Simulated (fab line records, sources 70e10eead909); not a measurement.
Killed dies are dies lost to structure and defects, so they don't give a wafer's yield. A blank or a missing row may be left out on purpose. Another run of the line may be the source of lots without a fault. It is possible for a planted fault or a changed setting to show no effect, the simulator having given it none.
Which tool is to blame? ; flow nand harc ; 21 wafers from 7 lots sampled at 2 of the route's 1159 steps

## WHAT THE GAUGES SHOWED, per wafer
NHARC_P_M2_INSPECT_27.
lot;measured;on;raw defect count
L104;day 7 01:12;defect inspect-02;298 223 209
L105;day 7 20:16;defect inspect-02;506 216 270
L114;day 10 03:58;defect inspect-02;240 248 294
L116;day 10 09:42;defect inspect-01;287 225 325
L117;day 10 11:46;defect inspect-01;250 237 315
L120;day 11 05:42;defect inspect-02;690 279 496
L123;day 11 16:43;defect inspect-01;351 325 433

## WHICH TOOL RAN EACH LOT (tool, then ch and the chambers of the sampled wafers, then the start)
lot;NHARC_P_M2_CMP_23
L104;cmp-02 ch 0,3, day 7 00:45
L105;cmp-02 ch 1,2,3, day 7 19:52
L114;cmp-03 ch 0,1,3, day 10 03:32
L116;cmp-03 ch 0,2,3, day 10 09:14
L117;cmp-03 ch 2,3, day 10 11:17
L120;cmp-03 ch 1,3, day 11 05:15
L123;cmp-02 ch 0,1,2, day 11 16:17
- NHARC_P_M2_CMP_23: polishes, t overpolish 20 s, target thk 144.3 nm.

## THE ANSWER, worked out from the rows above alone
Rule: the usual values come from the lots themselves. The widest of any qualifying gaps counts: lots, ordered by their means at a reading, are off when they make up no more than a third of the lots, leave a main group of 4 or more, and stand apart from it by 3 or more times the standard deviation of that group's means. Not used: any main group whose means are identical at the precision the tables above print for the reading. A lot without any number at a reading at which 4 lots or more have one is off too. All remaining lots with rows at the step are treated as sound.
Across all readings shown, no lot is off: no conclusion can be drawn from this.

## WHAT THE SIMULATOR HAD PUT IN
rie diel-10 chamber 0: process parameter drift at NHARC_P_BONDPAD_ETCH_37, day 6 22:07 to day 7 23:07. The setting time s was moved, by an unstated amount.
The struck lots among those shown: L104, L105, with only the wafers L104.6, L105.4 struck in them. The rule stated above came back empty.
